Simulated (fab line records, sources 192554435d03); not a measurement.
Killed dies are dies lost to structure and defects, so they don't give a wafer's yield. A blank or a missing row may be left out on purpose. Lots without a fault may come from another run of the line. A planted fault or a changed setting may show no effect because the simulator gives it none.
fab line records | flow n5_finfet
record lots=23 wafers=69 last_day=20
route steps=1938 shown BEOL_M10@1491 BEOL_M11@1571
lots that met no fault: from a run of the same line without faults
start_h: hours from the record's first day to the start of the lot's first wafer shown | wait_h: hours since the lot's step before | " the same as in the row above | L1.1+2: a row that stands for several wafers | - no value, or no start given | * or withheld: withheld | < > ~ a bound
route shown NAME@n: a module of which the file shows steps, and the number in the route of the first | usual: mean/standard deviation of fault-free wafers | same: alike in all rows | chamber/n: place in a boat | sites: the reading at each site | _std_site: their standard deviation | _edge_site: outer sites' mean less inner sites' | radius_mm: how far each site lies from the wafer's centre | mask NAME#n: copy n | behind: the tool/chamber that last shaped the wafer | hold: why the lot was held/for how many hours/how that ended | device: the transistor (n, p or np) that didn't switch | end of line: the same wafers' tests at the end of the route | a step without rows: its recipe alone | killed: dies lost to structure and defects at the first sort, not the wafer's yield | map: a wafer's dies, x killed, . not, _ none there
set.NAME: the setting as run; set.NAME@STEP: as run at that earlier step | model.NAME: the simulator's own value behind a step, which no gauge read
steps of the route over a sample of lots; a table a step, a row a wafer
services: from which hour (start_h, from the record's first day; less than 0 if before it) a tool's chamber was out of use, for how many hours, and why
## steps
# step N5_BEOL_M10_HM_OPEN_17
# recipe chemistry=Cl2/BCl3 target_depth_a=200 overetch_a=60 target=TiN mask_material=SOC ion_energy_ev=150 pressure_mtorr=10 icp_w=1000 bias_w=126 Cl2_flow_sccm=53.25 bcl3_flow_sccm=21.75 Ar_flow_sccm=25
# usual drypump_motor_current_A=5.94/0.13 oes_product_au=0.70/0.06 throttle_valve_pct=22.02/0.26
# columns lot.wafer tool chamber start_h wait_h drypump_motor_current_A oes_product_au rf_hours_counter_h throttle_valve_pct
L074.1 rie_metal-02 1 244.34 0.0 5.79 0.65 41 21.85
L074.3 " 0 " " 6.12 0.67 - 22.38
L074.5 " 0 " " 6.15 0.66 - 22.38
L079.1 rie_metal-02 0 249.12 0.0 6.13 0.66 47 22.39
L079.3 " 1 " " 5.78 0.65 - 21.84
L079.5 " 0 " " 6.14 0.68 - 22.39
L077.2 rie_metal-02 1 251.11 0.0 5.81 0.65 42 21.85
L077.5 " 0 " " 6.16 0.66 - 22.39
L077.6 " 1 " " 5.84 0.65 - 21.85
L076.1 rie_metal-02 1 251.62 0.0 5.81 0.66 42 21.84
L076.2 " 0 " " 6.18 0.67 48 22.38
L076.4 " 1 " " 5.81 0.66 - 21.83
L075.2 rie_metal-01 0 255.49 0.0 6.03 0.55 111 21.88
L075.3 " 1 " " 5.93 0.70 - 21.80
L075.6 " 0 " " 6.02 0.54 - 21.89
L078.1 rie_metal-01 0 263.67 0.0 6.04 0.55 112 21.85
L078.4 " 1 " " 5.93 0.72 - 21.78
L078.6 " 0 " " 6.03 0.55 - 21.89
L080.1 rie_metal-03 1 276.81 0.0 5.98 0.75 13 21.85
L080.3 " 1 " " 5.94 0.74 - 21.87
L080.5 " 1 " " 5.94 0.76 - 21.84
L081.2 rie_metal-02 1 279.00 0.0 5.87 0.66 46 21.86
L081.5 " 0 " " 6.12 0.66 - 22.39
L081.6 " 1 " " 5.82 0.64 - 21.86
L082.2 rie_metal-03 1 300.46 0.0 5.93 0.73 16 21.87
L082.3 " 0 " " 5.82 0.76 - 22.34
L082.5 " 0 " " 5.79 0.75 - 22.37
L085.2 rie_metal-03 1 303.60 0.0 5.96 0.73 16 21.86
L085.3 " 0 " " 5.76 0.76 - 22.35
L085.4 " 1 " " 5.96 0.73 - 21.88
L084.2 rie_metal-01 1 336.58 0.0 5.88 0.69 28 21.82
L084.4 " 1 " " 5.89 0.70 - 21.82
L084.5 " 0 " " 6.04 0.83 - 21.71
L086.2 rie_metal-01 0 341.92 0.0 6.03 0.82 1 21.71
L086.3 " 1 " " 5.92 0.69 - 21.82
L086.4 " 0 " " 6.04 0.82 - 21.72
L089.2 rie_metal-02 1 348.33 0.0 5.78 0.63 52 21.86
L089.3 " 1 " " 5.83 0.64 - 21.87
L089.5 " 1 " " 5.84 0.63 - 21.86
L083.3 rie_metal-02 0 351.53 0.1 6.11 0.65 - 22.37
L083.4 " 1 " " 5.81 0.64 - 21.87
L083.5 " 0 " " 6.15 0.66 - 22.39
L088.1 rie_metal-01 0 355.49 0.0 6.04 0.81 2 21.74
L088.2 " 1 " " 5.91 0.69 30 21.81
L088.4 " 1 " " 5.92 0.69 - 21.81
L087.1 rie_metal-03 1 357.22 0.0 5.95 0.72 22 21.87
L087.4 " 1 " " 5.94 0.72 - 21.85
L087.6 " 1 " " 5.96 0.72 - 21.87
L090.2 rie_metal-02 1 362.70 0.0 5.84 0.63 53 21.86
L090.3 " 0 " " 6.15 0.64 - 22.40
L090.6 " 1 " " 5.81 0.63 - 21.88
L093.3 rie_metal-03 0 379.36 0.1 5.78 0.74 - 22.35
L093.4 " 1 " " 5.96 0.72 - 21.85
L093.5 " 1 " " 5.96 0.72 - 21.86
L092.1 rie_metal-03 1 385.02 0.0 5.93 0.71 23 21.88
L092.2 " 0 " " 5.79 0.74 19 22.36
L092.6 " 0 " " 5.80 0.74 - 22.37
L091.1 rie_metal-01 0 388.62 0.0 6.02 0.80 4 21.72
L091.3 " 1 " " 5.90 0.70 - 21.80
L091.6 " 1 " " 5.90 0.70 - 21.80
L094.1 rie_metal-02 0 390.96 0.0 6.12 0.64 60 22.39
L094.2 " 1 " " 5.76 0.62 55 21.88
L094.3 " 0 " " 6.12 0.64 - 22.43
L095.4 rie_metal-03 1 400.41 0.1 5.95 0.71 - 21.86
L095.5 " 0 " " 5.79 0.74 - 22.34
L095.6 " 1 " " 5.94 0.70 - 21.88
L096.2 rie_metal-03 1 413.48 0.1 5.93 0.69 26 21.89
L096.3 " 1 " " 5.93 0.70 - 21.88
L096.6 " 1 " " 5.95 0.70 - 21.89
# step N5_BEOL_M10_INSPECT_30
# recipe mode=adi inspect_instrument=brightfield
# usual raw_defect_count=413/99
# columns lot.wafer tool chamber start_h wait_h raw_defect_count
L074.1 defect_inspect-01 - 245.14 0.0 527
L074.3 " - " " 275
L074.5 " - " " 443
L079.1 defect_inspect-02 - 250.53 0.0 277
L079.3 " - " " 306
L079.5 " - " " 319
L077.2 defect_inspect-02 - 254.77 0.0 290
L077.5 " - " " 436
L077.6 " - " " 315
L076.1 defect_inspect-02 - 254.93 0.0 494
L076.2 " - " " 380
L076.4 " - " " 475
L075.2 defect_inspect-02 - 257.99 0.0 335
L075.3 " - " " 391
L075.6 " - " " 536
L078.1 defect_inspect-02 - 267.33 0.0 540
L078.4 " - " " 407
L078.6 " - " " 349
L080.1 defect_inspect-01 - 277.67 0.0 737
L080.3 " - " " 544
L080.5 " - " " 597
L081.2 defect_inspect-01 - 281.61 0.0 348
L081.5 " - " " 354
L081.6 " - " " 371
L082.2 defect_inspect-01 - 302.08 0.0 450
L082.3 " - " " 419
L082.5 " - " " 402
L085.2 defect_inspect-02 - 306.73 0.0 726
L085.3 " - " " 549
L085.4 " - " " 468
L084.2 defect_inspect-01 - 339.86 0.0 473
L084.4 " - " " 451
L084.5 " - " " 353
L086.2 defect_inspect-02 - 343.00 0.0 416
L086.3 " - " " 406
L086.4 " - " " 720
L089.2 defect_inspect-02 - 349.76 0.0 261
L089.3 " - " " 328
L089.5 " - " " 253
L083.3 defect_inspect-02 - 353.27 0.0 456
L083.4 " - " " 426
L083.5 " - " " 514
L088.1 defect_inspect-02 - 356.16 0.0 331
L088.2 " - " " 317
L088.4 " - " " 272
L087.1 defect_inspect-02 - 360.74 0.0 421
L087.4 " - " " 385
L087.6 " - " " 365
L090.2 defect_inspect-02 - 365.16 0.0 607
L090.3 " - " " 447
L090.6 " - " " 523
L093.3 defect_inspect-01 - 383.41 0.0 333
L093.4 " - " " 328
L093.5 " - " " 468
L092.1 defect_inspect-02 - 385.73 0.0 343
L092.2 " - " " 313
L092.6 " - " " 316
L091.1 defect_inspect-01 - 389.77 0.0 313
L091.3 " - " " 338
L091.6 " - " " 485
L094.1 defect_inspect-01 - 391.60 0.0 377
L094.2 " - " " 396
L094.3 " - " " 357
L095.4 defect_inspect-01 - 401.47 0.0 393
L095.5 " - " " 368
L095.6 " - " " 285
L096.2 defect_inspect-01 - 416.28 0.0 400
L096.3 " - " " 496
L096.6 " - " " 400
# step N5_BEOL_M10_ETCH_66
# recipe chemistry=N2/H2 target=SOC target_depth_a=1200 overetch_a=240 mask_material=SiARC temp_c=40 time_s=180 ion_energy_ev=200 pressure_mtorr=30 source_w=840 bias_w=150 n2_flow_sccm=200 h2_flow_sccm=200
# usual drypump_motor_current_A=5.8/0.48 oes_product_au=0.64/0.063 rf_vpp_V=523.7/1.8 showerhead_plenum_p_Torr=2.54/0.061 throttle_valve_pct=17.89/0.27
# columns lot.wafer tool chamber start_h wait_h drypump_motor_current_A oes_product_au rf_hours_counter_h rf_vpp_V showerhead_plenum_p_Torr throttle_valve_pct
L074.1 rie_diel-04 2 245.49 0.0 5.6 0.57 206 521.9 2.52 18.19
L074.3 " 3 " " 5.5 0.72 43 524.7 2.59 17.78
L074.5 " 1 " " 6.3 0.75 - 522.1 2.49 17.54
L079.1 rie_diel-04 1 250.88 0.0 6.2 0.74 13 522.6 2.49 17.56
L079.3 " 2 " " 5.6 0.57 207 522.6 2.52 18.16
L079.5 " 2 " " 5.5 0.56 - 522.7 2.52 18.20
L077.2 rie_diel-05 0 254.89 0.0 5.7 0.64 98 528.9 2.68 18.01
L077.5 " 3 " " 6.0 0.63 - 521.6 2.44 17.96
L077.6 " 2 " " 6.1 0.58 - 525.8 2.62 18.13
L076.1 rie_diel-04 2 255.34 0.0 5.6 0.56 209 523.7 2.52 18.19
L076.2 " 1 " " 6.2 0.74 15 522.5 2.49 17.57
L076.4 " 3 " " 5.5 0.70 46 523.9 2.59 17.77
L075.2 rie_diel-01 3 258.11 0.0 5.2 0.61 157 523.0 2.55 18.18
L075.3 " 0 " " 6.5 0.67 82 522.0 2.47 17.77
L075.6 " 0 " " 6.5 0.66 - 522.0 2.47 17.79
L078.1 rie_diel-01 3 267.45 0.0 5.2 0.59 162 523.6 2.55 18.18
L078.4 " 1 " " 5.7 0.60 204 524.5 2.52 18.12
L078.6 " 3 " " 5.2 0.60 - 523.8 2.55 18.20
L080.1 rie_diel-01 3 277.79 0.0 5.2 0.59 165 523.9 2.55 18.20
L080.3 " 1 " " 5.6 0.59 207 524.0 2.52 18.12
L080.5 " 3 " " 5.2 0.60 - 522.9 2.55 18.20
L081.2 rie_diel-04 1 281.73 0.0 6.2 0.73 23 522.1 2.49 17.58
L081.5 " 3 " " 5.5 0.69 - 525.1 2.59 17.80
L081.6 " 2 " " 5.6 0.56 - 521.9 2.51 18.21
L082.2 rie_diel-05 1 302.20 0.0 6.7 0.60 178 523.5 2.54 17.84
L082.3 " 3 " " 5.9 0.63 131 523.0 2.44 17.98
L082.5 " 2 " " 6.0 0.57 - 526.2 2.61 18.17
L085.2 rie_diel-05 2 306.96 0.0 6.0 0.57 237 525.7 2.61 18.19
L085.3 " 0 " " 5.7 0.63 115 525.7 2.67 18.04
L085.4 " 3 " " 6.0 0.63 133 521.2 2.44 18.00
L084.2 rie_diel-04 0 339.98 0.0 6.2 0.68 45 524.2 2.59 17.62
L084.4 " 2 " " 5.6 0.55 232 523.5 2.50 18.22
L084.5 " 0 " " 6.2 0.68 - 524.0 2.59 17.62
L086.2 rie_diel-04 2 343.12 0.0 5.6 0.55 232 523.8 2.50 18.22
L086.3 " 3 " " 5.5 0.67 74 524.4 2.58 17.85
L086.4 " 1 " " 6.3 0.70 43 520.4 2.48 17.61
L089.2 rie_diel-04 3 349.87 0.0 5.5 0.67 76 524.2 2.58 17.84
L089.3 " 1 " " 6.2 0.69 44 522.9 2.48 17.61
L089.5 " 1 " " 6.3 0.70 - 521.4 2.48 17.62
L083.3 rie_diel-01 3 353.39 0.0 5.2 0.58 191 523.0 2.54 18.24
L083.4 " 0 " " 6.5 0.64 115 522.9 2.46 17.84
L083.5 " 0 " " 6.5 0.63 - 522.4 2.46 17.85
L088.1 rie_diel-04 3 356.28 0.0 5.5 0.66 78 524.6 2.58 17.85
L088.2 " 2 " " 5.5 0.55 236 522.6 2.50 18.23
L088.4 " 1 " " 6.3 0.70 46 520.4 2.48 17.61
L087.1 rie_diel-01 2 360.86 0.0 5.0 0.71 46 525.0 2.58 17.39
L087.4 " 0 " " 6.5 0.64 116 521.4 2.46 17.83
L087.6 " 2 " " 5.0 0.70 - 525.2 2.58 17.37
L090.2 rie_diel-04 0 365.28 0.0 6.2 0.67 52 525.7 2.58 17.63
L090.3 " 1 " " 6.3 0.68 49 521.3 2.47 17.61
L090.6 " 2 " " 5.6 0.54 - 523.5 2.50 18.25
L093.3 rie_diel-05 0 383.70 0.0 5.7 0.61 139 527.6 2.66 18.09
L093.4 " 3 " " 6.0 0.61 162 519.9 2.43 18.03
L093.5 " 2 " " 6.1 0.79 - 526.5 2.61 17.81
L092.1 rie_diel-05 0 385.85 0.0 5.7 0.62 140 526.1 2.66 18.08
L092.2 " 3 " " 5.9 0.61 163 520.2 2.43 18.05
L092.6 " 0 " " 5.7 0.61 - 526.5 2.66 18.07
L091.1 rie_diel-01 2 389.89 0.0 5.0 0.70 57 524.3 2.57 17.42
L091.3 " 1 " " 5.6 0.57 244 522.8 2.50 18.20
L091.6 " 1 " " 5.6 0.57 - 523.4 2.50 18.21
L094.1 rie_diel-05 1 391.72 0.0 6.6 0.59 210 522.9 2.52 17.90
L094.2 " 3 " " 6.0 0.61 165 521.0 2.42 18.05
L094.3 " 0 " " 5.7 0.61 142 527.7 2.66 18.09
L095.4 rie_diel-01 3 401.88 0.0 5.2 0.57 208 521.7 2.53 18.26
L095.5 " 1 " " 5.7 0.57 - 523.3 2.50 18.20
L095.6 " 2 " " 5.0 0.69 - 525.2 2.57 17.41
L096.2 rie_diel-04 1 417.83 0.0 6.3 0.67 68 522.9 2.47 17.66
L096.3 " 3 " " 5.5 0.65 100 525.9 2.57 17.89
L096.6 " 0 " " 6.2 0.66 - 525.2 2.58 17.67
# step N5_BEOL_M11_DESCUM_33
# recipe chemistry=O2 time_s=7.9 source_power_w=50 bias_power_w=20 pressure_mtorr=20 rf_frequency_hz=2.712e+07 temp_c=40 resist=CAR-ArF o2_flow_sccm=225
# usual drypump_motor_current_A=5.7/0.47 oes_product_au=0.81/0.085 rf_vpp_V=243.3/1.5 showerhead_plenum_p_Torr=2.11/0.081 throttle_valve_pct=20.44/0.19
# columns lot.wafer tool chamber start_h wait_h drypump_motor_current_A oes_product_au rf_hours_counter_h rf_vpp_V showerhead_plenum_p_Torr throttle_valve_pct
L074.1 rie_diel-02 2 254.79 0.0 6.0 0.72 188 244.6 2.18 20.60
L074.3 " 3 " " 5.8 0.76 115 242.4 2.01 20.78
L074.5 " 3 " " 5.8 0.76 - 244.1 2.01 20.79
L079.1 rie_diel-02 0 259.19 1.1 5.6 0.87 47 243.9 2.05 20.41
L079.3 " 2 " " 6.0 0.71 189 245.8 2.18 20.61
L079.5 " 0 " " 5.6 0.87 - 243.3 2.05 20.41
L077.2 rie_diel-02 3 261.33 0.0 5.8 0.76 118 241.5 2.01 20.79
L077.5 " 1 " " 6.3 0.88 - 244.5 2.13 20.22
L077.6 " 0 " " 5.6 0.88 - 241.4 2.05 20.41
L076.1 rie_diel-06 3 261.50 0.0 5.5 0.69 223 243.9 2.06 20.66
L076.2 " 0 " " 5.2 0.90 32 242.3 2.05 20.27
L076.4 " 1 " " 5.6 0.68 233 242.7 2.16 20.87
L075.2 rie_diel-03 0 267.73 0.1 4.7 0.81 70 243.7 2.04 20.25
L075.3 " 3 " " 5.5 0.86 43 245.8 2.22 20.30
L075.6 " 3 " " 5.5 0.88 - 246.0 2.22 20.30
L078.1 rie_diel-02 0 275.23 0.1 5.6 0.86 51 242.8 2.05 20.40
L078.4 " 2 " " 6.0 0.71 194 243.2 2.18 20.60
L078.6 " 3 " " 5.8 0.75 - 242.5 2.01 20.80
L080.1 rie_diel-02 0 284.71 0.0 5.6 0.86 54 243.5 2.05 20.41
L080.3 " 2 " " 6.0 0.71 197 244.2 2.18 20.60
L080.5 " 3 " " 5.8 0.74 - 242.6 2.01 20.79
L081.2 rie_diel-03 2 289.06 0.1 5.3 0.92 19 243.7 2.23 20.39
L081.5 " 3 " " 5.5 0.86 - 245.8 2.22 20.30
L081.6 " 0 " " 4.8 0.78 - 242.8 2.04 20.27
L082.2 rie_diel-02 0 312.30 0.0 5.6 0.85 62 243.1 2.05 20.42
L082.3 " 3 " " 5.8 0.74 132 242.8 2.01 20.80
L082.5 " 2 " " 6.0 0.71 - 242.9 2.17 20.61
L085.2 rie_diel-03 3 315.66 0.0 5.5 0.85 59 243.7 2.22 20.31
L085.3 " 2 " " 5.3 0.92 26 246.0 2.23 20.38
L085.4 " 0 " " 4.8 0.79 86 242.7 2.03 20.29
L084.2 rie_diel-03 1 346.75 0.0 6.0 0.95 11 242.8 2.14 20.20
L084.4 " 2 " " 5.3 0.89 34 244.9 2.23 20.41
L084.5 " 1 " " 6.0 0.96 - 243.9 2.14 20.20
L086.2 rie_diel-03 2 349.66 0.0 5.3 0.89 34 245.8 2.23 20.39
L086.3 " 1 " " 6.0 0.96 11 244.0 2.14 20.19
L086.4 " 0 " " 4.8 0.77 94 240.4 2.03 20.30
L089.2 rie_diel-03 1 355.99 0.1 6.0 0.96 13 243.7 2.14 20.21
L089.3 " 2 " " 5.3 0.90 36 244.8 2.22 20.42
L089.5 " 2 " " 5.3 0.89 - 246.2 2.22 20.40
L083.3 rie_diel-02 1 360.78 0.0 6.3 0.84 62 241.9 2.12 20.25
L083.4 " 2 " " 6.0 0.69 218 245.7 2.17 20.65
L083.5 " 1 " " 6.3 0.84 - 244.4 2.12 20.23
L088.1 rie_diel-02 3 365.19 0.0 5.8 0.73 146 241.7 2.00 20.83
L088.2 " 1 " " 6.4 0.84 64 242.8 2.12 20.25
L088.4 " 2 " " 6.0 0.70 219 244.2 2.17 20.64
L087.1 rie_diel-03 2 367.61 0.0 5.3 0.90 39 244.6 2.22 20.41
L087.4 " 3 " " 5.5 0.83 71 243.8 2.21 20.33
L087.6 " 1 " " 6.0 0.95 - 243.0 2.14 20.21
L090.2 rie_diel-03 2 372.31 0.0 5.3 0.89 40 243.8 2.22 20.41
L090.3 " 1 " " 6.0 0.95 17 244.2 2.14 20.20
L090.6 " 0 " " 4.8 0.77 - 240.4 2.03 20.30
L093.3 rie_diel-02 2 391.65 0.1 6.0 0.69 227 243.5 2.17 20.65
L093.4 " 3 " " 5.8 0.72 155 242.0 2.00 20.85
L093.5 " 2 " " 6.1 0.69 - 244.6 2.17 20.65
L092.1 rie_diel-03 2 394.73 0.0 5.3 0.88 48 245.6 2.22 20.42
L092.2 " 0 " " 4.8 0.77 109 240.1 2.03 20.32
L092.6 " 3 " " 5.5 0.83 - 245.8 2.21 20.36
L091.1 rie_diel-06 0 401.36 0.1 5.2 0.85 68 242.2 2.04 20.34
L091.3 " 1 " " 5.6 1.00 1 242.8 2.15 20.52
L091.6 " 2 " " 6.4 0.71 - 241.0 1.99 20.37
L094.1 rie_diel-06 2 401.82 0.2 6.4 0.71 215 241.6 1.99 20.35
L094.2 " 1 " " 5.6 1.00 1 244.4 2.15 20.50
L094.3 " 0 " " 5.2 0.85 68 241.6 2.04 20.34
L095.4 rie_diel-02 1 411.76 0.0 6.3 0.82 79 245.0 2.12 20.27
L095.5 " 1 " " 6.3 0.82 - 243.9 2.12 20.27
L095.6 " 2 " " 6.0 0.69 - 243.7 2.16 20.66
L096.2 rie_diel-02 0 426.76 0.1 5.7 0.82 97 242.0 2.04 20.48
L096.3 " 2 " " 6.0 0.68 239 242.2 2.16 20.65
L096.6 " 0 " " 5.7 0.82 - 243.2 2.04 20.46
# step N5_BEOL_M11_VIA_ETCH_34
# recipe chemistry=C4F6/O2 target=SiCOH_lowk target_depth_a=1845 mask_material=SOC taper_deg=4 time_s=69.2 ion_energy_ev=250 pressure_mtorr=30 source_w=345 bias_w=185 Ar_flow_sccm=300 C4F6_flow_sccm=10 O2_flow_sccm=10
# usual drypump_motor_current_A=5.7/0.47 oes_product_au=0.81/0.084 rf_vpp_V=664/6.7 showerhead_plenum_p_Torr=2.86/0.099 throttle_valve_pct=20.91/0.19
# columns lot.wafer tool chamber start_h wait_h drypump_motor_current_A oes_product_au rf_hours_counter_h rf_vpp_V showerhead_plenum_p_Torr throttle_valve_pct
L074.1 rie_diel-02 2 255.00 0.0 6.0 0.72 188 667 2.95 21.05
L074.3 " 3 " " 5.8 0.76 115 655 2.75 21.27
L074.5 " 3 " " 5.8 0.76 - 656 2.75 21.27
L079.1 rie_diel-02 0 259.40 0.0 5.6 0.88 47 657 2.79 20.85
L079.3 " 2 " " 6.0 0.71 190 667 2.95 21.02
L079.5 " 0 " " 5.7 0.88 - 659 2.79 20.84
L077.2 rie_diel-02 3 261.54 0.0 5.8 0.77 118 655 2.75 21.28
L077.5 " 1 " " 6.3 0.89 - 660 2.91 20.76
L077.6 " 0 " " 5.6 0.88 - 657 2.79 20.85
L076.1 rie_diel-06 3 261.71 0.0 5.5 0.68 224 665 2.83 21.28
L076.2 " 0 " " 5.2 0.89 32 657 2.80 20.81
L076.4 " 1 " " 5.6 0.69 233 670 2.92 21.28
L075.2 rie_diel-03 0 267.94 0.0 4.7 0.80 70 663 2.78 20.78
L075.3 " 3 " " 5.5 0.87 43 673 3.00 20.70
L075.6 " 3 " " 5.5 0.86 - 674 3.00 20.68
L078.1 rie_diel-02 0 275.44 0.0 5.6 0.87 52 657 2.79 20.84
L078.4 " 2 " " 6.0 0.71 194 667 2.95 21.03
L078.6 " 3 " " 5.8 0.75 - 655 2.75 21.29
L080.1 rie_diel-02 0 284.92 0.0 5.6 0.85 55 655 2.78 20.86
L080.3 " 2 " " 6.0 0.71 197 665 2.95 21.03
L080.5 " 3 " " 5.8 0.75 - 657 2.75 21.29
L081.2 rie_diel-03 2 289.27 0.0 5.3 0.92 20 675 3.01 20.80
L081.5 " 3 " " 5.5 0.85 - 673 3.00 20.71
L081.6 " 0 " " 4.8 0.80 - 664 2.78 20.78
L082.2 rie_diel-02 0 312.50 0.0 5.7 0.85 62 657 2.78 20.87
L082.3 " 3 " " 5.8 0.75 133 656 2.74 21.30
L082.5 " 2 " " 6.0 0.71 - 665 2.94 21.07
L085.2 rie_diel-03 3 315.87 0.0 5.5 0.84 60 673 2.99 20.69
L085.3 " 2 " " 5.3 0.90 26 675 3.01 20.80
L085.4 " 0 " " 4.8 0.79 86 663 2.78 20.80
L084.2 rie_diel-03 1 346.96 0.0 6.0 0.95 11 672 2.91 20.71
L084.4 " 2 " " 5.3 0.90 34 673 3.01 20.81
L084.5 " 1 " " 6.0 0.97 - 672 2.91 20.72
L086.2 rie_diel-03 2 349.87 0.0 5.3 0.90 34 673 3.01 20.82
L086.3 " 1 " " 6.0 0.96 12 672 2.91 20.72
L086.4 " 0 " " 4.7 0.78 94 663 2.77 20.79
L089.2 rie_diel-03 1 356.20 0.0 6.0 0.95 13 672 2.91 20.74
L089.3 " 2 " " 5.3 0.90 36 673 3.01 20.81
L089.5 " 2 " " 5.3 0.89 - 673 3.01 20.81
L083.3 rie_diel-02 1 360.99 0.0 6.3 0.84 63 662 2.90 20.79
L083.4 " 2 " " 6.0 0.70 218 665 2.94 21.07
L083.5 " 1 " " 6.3 0.84 - 663 2.90 20.78
L088.1 rie_diel-02 3 365.40 0.0 5.8 0.73 146 658 2.74 21.33
L088.2 " 1 " " 6.4 0.83 64 661 2.90 20.77
L088.4 " 2 " " 6.0 0.70 219 667 2.93 21.07
L087.1 rie_diel-03 2 367.81 0.0 5.3 0.89 39 673 3.00 20.83
L087.4 " 3 " " 5.5 0.82 71 674 2.99 20.73
L087.6 " 1 " " 6.0 0.95 - 671 2.91 20.72
L090.2 rie_diel-03 2 372.52 0.0 5.3 0.89 40 674 3.00 20.83
L090.3 " 1 " " 6.1 0.94 17 673 2.91 20.73
L090.6 " 0 " " 4.7 0.77 - 662 2.77 20.83
L093.3 rie_diel-02 2 391.86 0.0 6.0 0.70 227 668 2.93 21.08
L093.4 " 3 " " 5.8 0.72 155 656 2.73 21.34
L093.5 " 2 " " 6.0 0.69 - 665 2.93 21.07
L092.1 rie_diel-03 2 394.94 0.0 5.3 0.87 48 674 3.00 20.83
L092.2 " 0 " " 4.7 0.77 109 663 2.77 20.83
L092.6 " 3 " " 5.5 0.82 - 672 2.98 20.75
L091.1 rie_diel-06 0 401.57 0.0 5.2 0.84 68 657 2.79 20.85
L091.3 " 1 " " 5.6 1.00 1 672 2.91 20.91
L091.6 " 2 " " 6.5 0.72 - 657 2.71 20.81
L094.1 rie_diel-06 2 402.03 0.0 6.5 0.71 215 657 2.71 20.81
L094.2 " 1 " " 5.6 0.99 1 671 2.91 20.93
L094.3 " 0 " " 5.2 0.85 68 657 2.79 20.85
L095.4 rie_diel-02 1 411.97 0.0 6.4 0.81 79 662 2.89 20.81
L095.5 " 1 " " 6.4 0.81 - 662 2.89 20.81
L095.6 " 2 " " 6.0 0.68 - 666 2.93 21.10
L096.2 rie_diel-02 0 426.97 0.0 5.6 0.82 97 656 2.77 20.91
L096.3 " 2 " " 6.0 0.69 239 666 2.93 21.10
L096.6 " 0 " " 5.6 0.81 - 654 2.77 20.93
# step N5_BEOL_M11_SPUTTER_48
# recipe material=Cu target_thk_a=120 temp_c=-20 bias_v=60 power_w=26000 chamber_pressure_pa=0.13 time_s=2
# usual cathode_dc_power_W=26000/4.9 throttle_valve_pct=29.8/1.1
# columns lot.wafer tool chamber start_h wait_h cathode_dc_power_W throttle_valve_pct
L074.1 pvd_sputter-03 - 256.47 0.1 25997 32.1
L074.3 " - " " 25998 29.3
L074.5 " - " " 26000 29.2
L079.1 pvd_sputter-01 - 261.49 0.1 26008 30.1
L079.3 " - " " 25993 28.2
L079.5 " - " " 25996 29.0
L077.2 pvd_sputter-01 - 263.16 0.1 26004 30.3
L077.5 " - " " 25998 28.3
L077.6 " - " " 26004 30.0
L076.1 pvd_sputter-01 - 263.24 0.2 25998 28.3
L076.2 " - " " 26000 30.5
L076.4 " - " " 25995 28.7
L075.2 pvd_sputter-01 - 269.42 0.2 26006 28.3
L075.3 " - " " 26005 30.3
L075.6 " - " " 26008 28.7
L078.1 pvd_sputter-03 - 278.26 0.1 25993 31.3
L078.4 " - " " 26006 28.8
L078.6 " - " " 26002 32.0
L080.1 pvd_sputter-01 - 287.09 0.2 26001 30.1
L080.3 " - " " 26010 28.4
L080.5 " - " " 25995 29.9
L081.2 pvd_sputter-01 - 291.13 0.2 26009 29.7
L081.5 " - " " 25998 30.2
L081.6 " - " " 26002 30.0
L082.2 pvd_sputter-01 - 315.99 1.7 26004 29.8
L082.3 " - " " 25996 29.2
L082.5 " - " " 25997 28.2
L085.2 pvd_sputter-01 - 317.23 0.1 25992 28.9
L085.3 " - " " 25993 29.9
L085.4 " - " " 26001 28.1
L084.2 pvd_sputter-01 - 350.33 0.4 25998 27.9
L084.4 " - " " 26004 29.0
L084.5 " - " " 25999 30.0
L086.2 pvd_sputter-02 - 351.31 0.1 25998 30.4
L086.3 " - " " 26004 30.3
L086.4 " - " " 25993 31.4
L089.2 pvd_sputter-01 - 357.73 0.1 26003 29.0
L089.3 " - " " 26003 29.9
L089.5 " - " " 25998 30.1
L083.3 pvd_sputter-02 - 362.82 0.1 26000 30.0
L083.4 " - " " 26000 31.1
L083.5 " - " " 26006 30.3
L088.1 pvd_sputter-01 - 367.45 0.1 25995 30.5
L088.2 " - " " 26002 28.9
L088.4 " - " " 25994 29.9
L087.1 pvd_sputter-01 - 370.10 0.1 25992 28.0
L087.4 " - " " 26004 30.3
L087.6 " - " " 25995 28.3
L090.2 pvd_sputter-03 - 374.69 0.1 25992 30.9
L090.3 " - " " 26000 29.3
L090.6 " - " " 26005 29.4
L093.3 pvd_sputter-02 - 394.15 0.2 25997 28.5
L093.4 " - " " 25999 31.3
L093.5 " - " " 26007 30.1
L092.1 pvd_sputter-02 - 396.99 0.1 25996 30.3
L092.2 " - " " 26007 31.3
L092.6 " - " " 26009 30.2
L094.1 pvd_sputter-03 - 403.65 0.1 26004 29.4
L094.2 " - " " 25991 28.9
L094.3 " - " " 26000 32.2
L091.1 pvd_sputter-02 - 403.83 0.1 26005 31.2
L091.3 " - " " 25999 29.9
L091.6 " - " " 25992 28.6
L095.4 pvd_sputter-01 - 413.69 0.0 26000 28.0
L095.5 " - " " 26006 30.0
L095.6 " - " " 25996 30.3
L096.2 pvd_sputter-03 - 429.24 0.1 26002 28.8
L096.3 " - " " 26001 29.3
L096.6 " - " " 26003 32.2
## services
# columns tool chamber start_h hours kind
rie_diel-03 2 225.34 - clean
rie_diel-03 2 225.34 - consumable_replace:focus_ring
rie_diel-05 - 236.95 2.4 repair
rie_metal-01 - 239.29 14.6 pm
rie_metal-03 0 249.06 38.5 repair
rie_diel-06 3 252.54 2.8 repair
rie_diel-03 1 260.48 6.6 repair
pvd_sputter-02 - 265.13 12.8 repair
rie_metal-01 0 283.97 2.3 repair
rie_diel-04 2 287.32 7.5 repair
rie_diel-04 2 308.08 5.8 repair
rie_diel-05 2 313.06 5.9 repair
rie_diel-03 3 318.68 3.2 repair
rie_diel-06 3 326.10 3.0 repair
rie_diel-04 2 326.28 1.8 repair
pvd_sputter-03 - 361.72 2.7 repair
rie_diel-03 2 381.01 1.2 repair
rie_diel-02 - 383.04 0.7 repair
rie_diel-06 - 385.21 14.6 pm
rie_diel-03 1 388.62 8.8 repair
rie_diel-05 - 414.47 4.0 pm
rie_diel-05 - 418.47 2.8 pm
rie_diel-05 0 428.66 5.9 repair
rie_diel-02 2 428.98 2.7 repair
## key
fault none
